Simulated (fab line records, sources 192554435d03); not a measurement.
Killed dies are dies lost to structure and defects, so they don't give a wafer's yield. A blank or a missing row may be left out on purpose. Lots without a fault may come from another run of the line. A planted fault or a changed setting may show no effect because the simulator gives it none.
Chamber matching | flow n5_finfet | N5_BEOL_M8_CURE_75 on uv_cure-01: 3 sister chambers
The step cures SiCOH lowk, time 120 s. 6 wafers are shown with their chamber, then 10 later ones without.

WAFERS WITH THEIR CHAMBER
wafer  | chamber | wafer_temp_C_max | lamp_power_pct (%)
L087.5 | 1       | 372.4            | 52.31
L087.6 | 1       | 372.6            | 52.37
L089.3 | 0       | 371.5            | 52.34
L089.5 | 0       | 371.2            | 52.31
L090.4 | 2       | 371.4            | 52.33
L090.5 | 2       | 371.3            | 52.32

WAFERS WITHOUT THEIR CHAMBER
wafer  | wafer_temp_C_max | lamp_power_pct (%)
L090.6 | 371.6            | 52.42
L091.2 | 371.0            | 52.28
L091.4 | 371.1            | 52.35
L091.6 | 371.5            | 52.37
L094.1 | 371.4            | 52.31
L094.4 | 371.1            | 52.33
L094.5 | 371.1            | 52.34
L096.2 | 371.8            | 52.24
L096.4 | 371.7            | 52.37
L096.5 | 371.3            | 52.20

WHICH CHAMBER EACH WENT THROUGH
wafer  | from the rows above          | in truth
L090.6 | can't be placed: 0 or 2      | 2
L091.2 | can't be placed: 0 or 2      | 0
L091.4 | can't be placed: 0 or 2      | 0
L091.6 | can't be placed: 0 or 2      | 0
L094.1 | can't be placed: 0 or 2      | 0
L094.4 | can't be placed: 0 or 2      | 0
L094.5 | can't be placed: 0 or 2      | 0
L096.2 | can't be placed: 0 or 2 or 1 | 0
L096.4 | can't be placed: 0 or 2      | 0
L096.5 | can't be placed: 0 or 2      | 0
Placed correctly: 0 of 10. Can't be placed from these rows: 10 (the true chamber is among the candidates in 10). Placed wrongly: 0.
How it was worked out, from the rows above alone: a wafer's distance from a chamber is the root of the sum, over the readings, of the square of ((its reading less the chamber's mean) divided by the reading's scatter). The wafer belongs to the nearest chamber; if the next one is less than 2 further off, it can't be placed. A chamber's mean is the mean of its shown wafers. The scatter: the root of (the sum of the squares of (reading less its chamber's mean) over the shown wafers, divided by (wafers less chambers)).
